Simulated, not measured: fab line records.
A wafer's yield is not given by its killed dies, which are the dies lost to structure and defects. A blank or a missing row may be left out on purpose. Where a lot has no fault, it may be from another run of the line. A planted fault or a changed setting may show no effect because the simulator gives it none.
Struck lot and sound lot, side by side | flow n5Finfet | 15 steps out of a route of 1938
Sound: wafers L114.3, L114.4, L114.6. Struck: wafer L122.5. (L122.1 of the same lot was not struck and is left out.) The cause comes at the end.
Per side, at each step with rows, come the tool, then ch with its chambers, and then its first start. Under that, the readings that differ: sound wafers | struck wafers | difference of the means | sigmas: that difference in standard deviations of wafers without a fault.
alike: a reading whose means differ by less than 2 such deviations, as well as words and numbers matching on both sides. not compared: withheld readings; readings where some wafer has no value; bounds like >300 that might hide an equal value; numbers whose values overlap and for which the record gives no deviation.
Wherever a step has rows on one side only, a row that says differs or no value, or a row with sigmas, the two part there. Non-overlapping numbers with no deviation appear without sigmas and do not part them. A reading missing from all wafers of one side parts the sides only when that side holds two or more wafers.

first, 8 steps without rows for these wafers: N5_BEOL_M7_COAT_64 (time 60 s, resist thk 12 nm); N5_BEOL_M7_COAT_71 (time 60 s, resist thk 5 nm); N5_BEOL_M7_COAT_22 (resist thk 30 nm); N5_BEOL_M7_EBR_24; N5_BEOL_M7_SOFTBAKE_23 (time 60 s); N5_BEOL_M7_EXPOSE_25 (exposes mask V6, target cd 40 nm); N5_BEOL_M7_PEB_26 (peb time 60 s); N5_BEOL_M7_DEVELOP_27 (develop time 30 s).
N5_BEOL_M7_CD_MEAS_28: the cd target is 40 nm.
  sound on cdSem-03 ch 0, day 10 21:01; struck on cdSem-02 ch 0, day 12 15:00
  alike: cdNm
N5_BEOL_M7_OVL_MEAS_29:
  sound on overlay-01 ch 0, day 10 21:03; struck on overlay-01 ch 0, day 12 15:02
  alike: V6_OVL
N5_BEOL_M7_INSPECT_30: inspects for defects (brightfield).
  sound on defectInspect-02, day 10 21:06; struck on defectInspect-01, day 12 15:05
  alike: rawDefectCount
N5_BEOL_M7_DESCUM_33: chemistry O2, time 7 s.
  sound on rieDiel-01 ch 0,1, day 10 21:15; struck on rieDiel-01 ch 3, day 12 15:08
reading              | sound             | struck | difference | sigmas
oesProductAu (a.u.)  | 0.70 0.77 0.70    | 0.99   | +0.27      | +4
throttleValvePct (%) | 20.63 20.26 20.66 | 20.06  | -0.46      | -3
  alike: drypumpMotorCurrentA, rfVppV, showerheadPlenumPTorr
  not compared: rfHoursCounterH
N5_BEOL_M7_ETCH_72: etches underlayer in N2/H2, target depth 6.5 nm, time 5.2 s.
  sound on rieDiel-01 ch 0,1, day 10 21:17; struck on rieDiel-01 ch 3, day 12 15:10
reading             | sound          | struck | difference | sigmas
etchRfOnTimeS (s)   | 5.30 5.15 5.24 | 3.65   | -1.58      | -22
oesProductAu (a.u.) | 0.59 0.67 0.60 | 1.02   | +0.40      | +7
  alike: drypumpMotorCurrentA, rfVppV, showerheadPlenumPTorr, throttleValvePct
  not compared: rfHoursCounterH
N5_BEOL_M7_ETCH_65: etches SiARC in CF4, target depth 15.6 nm, time 26 s.
  sound on rieDiel-01 ch 0,1, day 10 21:19; struck on rieDiel-01 ch 3, day 12 15:11
reading              | sound             | struck | difference | sigmas
oesProductAu (a.u.)  | 0.59 0.67 0.60    | 0.84   | +0.22      | +4
throttleValvePct (%) | 15.91 15.43 15.88 | 15.28  | -0.46      | -2
  alike: drypumpMotorCurrentA, etchRfOnTimeS, rfVppV, showerheadPlenumPTorr
  not compared: rfHoursCounterH
-- record jumps: 3 days separate the struck wafers' starts on either side; left off in module BEOL_M7, taken up again in module PASSIVATION, whose first shown step is the route's number 1936 --
N5_PASSIVATION_PROBE_49:
  sound on prober-02, day 14 06:50; struck on prober-01, day 15 15:36
  alike: defectLimitedYield, killed_at_M0_to_M3, killed_at_M4_up, killedAtContacts, killedAtFrontEnd, killedAtOther, killedDies, killedOnRim, killedOpen, killedShort, sort_bin_5_function, sort_bin_6_memory, sortNPass, sortYieldPct

## WHERE THEY PART
First at N5_BEOL_M7_DESCUM_33; last, within this record, at N5_BEOL_M7_ETCH_65. Later steps at which nothing parts them and some readings are alike: N5_PASSIVATION_PROBE_49.

WHY: what had been put in by the simulator
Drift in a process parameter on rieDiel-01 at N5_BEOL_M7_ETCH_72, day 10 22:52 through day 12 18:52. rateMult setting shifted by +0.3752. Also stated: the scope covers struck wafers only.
